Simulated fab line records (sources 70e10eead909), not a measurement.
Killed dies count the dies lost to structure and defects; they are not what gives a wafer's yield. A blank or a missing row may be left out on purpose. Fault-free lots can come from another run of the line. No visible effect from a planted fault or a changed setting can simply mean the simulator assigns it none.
Which tool did it? -- flow nand harc -- 12 lots with 36 wafers sampled at 6 steps, on a route of 1159 steps

## WHAT EACH GAUGE READ, for each wafer
NHARC_P_M0_OVL_MEAS_10: pitch 180 nm.
lot,measured,on,overlay x nm (nm),overlay y nm (nm)
L105,day 5 18:22,overlay-01,0.0 -0.3 -0.1,0.5 0.5 1.0
L106,day 6 04:11,overlay-01,-0.4 -0.4 0.2,0.0 -0.4 -0.5
L107,day 6 04:38,overlay-01,-1.2 -0.3 -1.6,0.4 0.6 0.3
L108,day 6 11:44,overlay-01,-0.6 -1.0 -1.2,-1.3 -1.5 -1.2
L109,day 6 22:05,overlay-01,0.0 -0.3 0.4,-0.8 -1.4 -1.1
L110,day 7 06:19,overlay-02,-1.3 -1.2 -1.2,0.2 -0.1 0.1
L111,day 7 09:27,overlay-02,0.2 0.9 1.1,-1.4 -1.2 -1.4
L116,day 8 20:36,overlay-01,-0.2 0.0 -0.4,0.4 0.6 0.1
L118,day 8 21:42,overlay-02,0.3 0.6 -0.3,-0.3 0.1 -0.4
L117,day 8 22:08,overlay-01,0.8 0.0 0.3,-2.0 -2.3 -2.2
L124,day 10 17:16,overlay-01,-0.3 0.1 0.4,0.4 1.0 0.4
L125,day 10 17:48,overlay-02,0.5 0.5 0.4,0.2 0.1 -0.1

NHARC_P_M1_CD_MEAS_09 targets a cd of 130 nm.
lot,measured,on,cd nm (nm)
L105,day 5 23:41,cd sem-02,130.4 129.6 129.4
L106,day 6 08:08,cd sem-01,129.4 129.3 129.2
L107,day 6 08:58,cd sem-03,129.7 129.3 129.6
L108,day 6 16:23,cd sem-03,129.4 129.4 129.8
L109,day 7 02:14,cd sem-03,129.9 129.9 130.2
L110,day 7 10:20,cd sem-01,130.3 129.6 129.6
L111,day 7 13:17,cd sem-01,129.2 129.8 129.7
L116,day 9 00:34,cd sem-03,129.9 130.5 129.7
L118,day 9 01:40,cd sem-03,70.9 71.1 70.3
L117,day 9 02:10,cd sem-03,71.5 70.4 71.3
L124,day 10 21:14,cd sem-02,130.0 129.4 130.4
L125,day 10 21:46,cd sem-02,130.0 130.8 129.7

NHARC_END_SORT_01.
lot,measured,on,defect limited yield (%),killed at array,killed at other,killed at periphery,killed dies,killed open,killed short,sort_bin_2_pct (%),sort_bin_3_pct (%),sort_bin_4_pct (%),sort n pass,sort rim yield pct (%),sort yield pct (%)
L118,day 22 05:43,prober-01,0 0 0,28 26 27,0 0 0,649 651 650,677 677 677,6 4 4,1 2 4,97.3 97.6 97.6,0.15 0.15 0.30,2.5 2.2 2.1,0 0 0,0 0 0,0 0 0
L117,day 22 13:31,prober-01,0 0 0,24 12 13,0 0 0,653 665 664,677 677 677,8 3 3,7 0 3,97.3 98.5 98.4,0.30 0.15 0.15,2.4 1.3 1.5,0 0 0,0 0 0,0 0 0

## EACH LOT AND THE TOOL THAT RAN IT (in order: tool; ch and the chambers of the sampled wafers; start)
lot,NHARC_P_M0_DEGAS_28,NHARC_P_M1_PEB_07,NHARC_P_M1_ETCH_15
L105,"pvd sputter-01, day 5 19:23","litho track-01 ch 0, day 5 23:36","rie diel-05 ch 0,1,3, no start"
L106,"pvd sputter-01, day 6 05:14","litho track-01 ch 0, day 6 08:03","rie diel-02 ch 1,2,3, no start"
L107,"pvd sputter-02, day 6 05:40","litho track-04 ch 0, day 6 08:53","rie diel-02 ch 0,2,3, no start"
L108,"pvd sputter-01, day 6 13:17","litho track-01 ch 0, day 6 16:19","rie diel-05 ch 0,1,2, no start"
L109,"pvd sputter-03, day 6 23:25","litho track-06 ch 0, day 7 02:09","rie diel-02 ch 0,1, no start"
L110,"pvd sputter-02, day 7 07:22","litho track-01 ch 0, day 7 10:15","rie diel-05 ch 0,1, no start"
L111,"pvd sputter-01, day 7 10:28","litho track-04 ch 0, day 7 13:12","rie diel-05 ch 0,1,2, no start"
L116,"pvd sputter-02, day 8 21:37","litho track-04 ch 0, day 9 00:29","rie diel-02 ch 1,2,3, no start"
L118,"pvd sputter-02, day 8 22:43","litho track-06 ch 0, day 9 01:35","rie diel-09 ch 0,1,2, day 22 05:43 or earlier"
L117,"pvd sputter-03, day 8 23:10","litho track-06 ch 0, day 9 02:05","rie diel-09 ch 0,1,3, day 22 13:31 or earlier"
L124,"pvd sputter-01, day 10 18:19","litho track-04 ch 0, day 10 21:09","rie diel-09 ch 1,2, no start"
L125,"pvd sputter-01, day 10 18:51","litho track-01 ch 0, day 10 21:41","rie diel-02 ch 1,2, no start"
- NHARC_P_M0_DEGAS_28: time 60 s.
- NHARC_P_M1_PEB_07: peb time 65 s.
- NHARC_P_M1_ETCH_15: etches the open film in C4F8/Ar, target depth 182.5 nm, time 91.2 s.

## WHAT THE TOOLS THEMSELVES READ (means of the sampled wafers that have a number; where no wafer has one, the mark that the record gives instead)
NHARC_P_M0_DEGAS_28.
lot,tool,heater power w (W)
L105,pvd sputter-01,345
L106,pvd sputter-01,357
L107,pvd sputter-02,337
L108,pvd sputter-01,354
L109,pvd sputter-03,325
L110,pvd sputter-02,327
L111,pvd sputter-01,347
L116,pvd sputter-02,353
L118,pvd sputter-02,359
L117,pvd sputter-03,343
L124,pvd sputter-01,351
L125,pvd sputter-01,343

NHARC_P_M1_PEB_07.
lot,tool,heater power total W (W),plate temp C (C)
L105,litho track-01,156.4,99.97
L106,litho track-01,156.5,99.93
L107,litho track-04,156.7,99.95
L108,litho track-01,156.3,100.08
L109,litho track-06,156.6,100.00
L110,litho track-01,156.8,99.94
L111,litho track-04,157.1,99.97
L116,litho track-04,156.9,99.92
L118,litho track-06,131.6,88.02
L117,litho track-06,131.4,87.94
L124,litho track-04,156.6,100.20
L125,litho track-01,156.5,99.98

NHARC_P_M1_ETCH_15.
lot,tool,oes product au (a.u.),rf vpp V (V)
L105,rie diel-05,0.938,443.4
L106,rie diel-02,0.924,441.8
L107,rie diel-02,0.922,440.9
L108,rie diel-05,0.927,442.2
L109,rie diel-02,0.966,440.5
L110,rie diel-05,0.920,443.0
L111,rie diel-05,0.924,443.9
L116,rie diel-02,0.971,442.8
L118,rie diel-09,0.965,441.4
L117,rie diel-09,0.931,442.6
L124,rie diel-09,0.939,440.9
L125,rie diel-02,0.970,441.3

## THE ANSWER, worked out from the rows above alone
Rule: the usual values come from the lots themselves. The widest of any qualifying gaps counts: lots, ordered by their means at a reading, are off when they make up no more than a third of the lots, leave a main group of 4 or more, and stand apart from it by 3 or more times the standard deviation of that group's means. If all means in a main group match to the digits the tables above print for the reading, that group is not used. A lot without any number at a reading at which 4 lots or more have one is off too. Any other lot the step has rows for is counted as sound. First the gauges in route order, then the tools' own readings, where a lot's mean is used as printed above. At the first step where some lot is off, the reading lying furthest off is the one used; lots without a number count as furthest.
Off, at NHARC_P_M1_CD_MEAS_09 on cd nm: L118, L117. Mean 129.8 nm and standard deviation 0.26 in the main group.
A tool fits if, at a process step before that reading, it ran every lot that is off, and no sound lot after the first of them. The gauges at NHARC_P_M1_CD_MEAS_09 aren't tried: what is off there is off at NHARC_P_M1_PEB_07 too, on other tools, and a gauge's error can't cause that. One fits: litho track-06 at NHARC_P_M1_PEB_07. Its last sound lot is L109 (day 7 02:09), its first lot that is off L118 (day 9 01:35): a fault that began between those two fits.
The tool's own readings at NHARC_P_M1_PEB_07 bear it out: on the lots that are off they differ by more than 5 times the standard deviation of the sound lots' means. heater power total W reads 131.5 W there against 156.6 W on the sound lots; plate temp C reads 87.98 C there against 99.99 C on the sound lots.

## WHAT HAD BEEN PUT IN BY THE SIMULATOR
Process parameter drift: litho track-06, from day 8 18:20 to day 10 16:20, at NHARC_P_M1_PEB_07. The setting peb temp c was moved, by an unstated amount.
Shown lots that were struck: L118, L117. The rule above found the same.
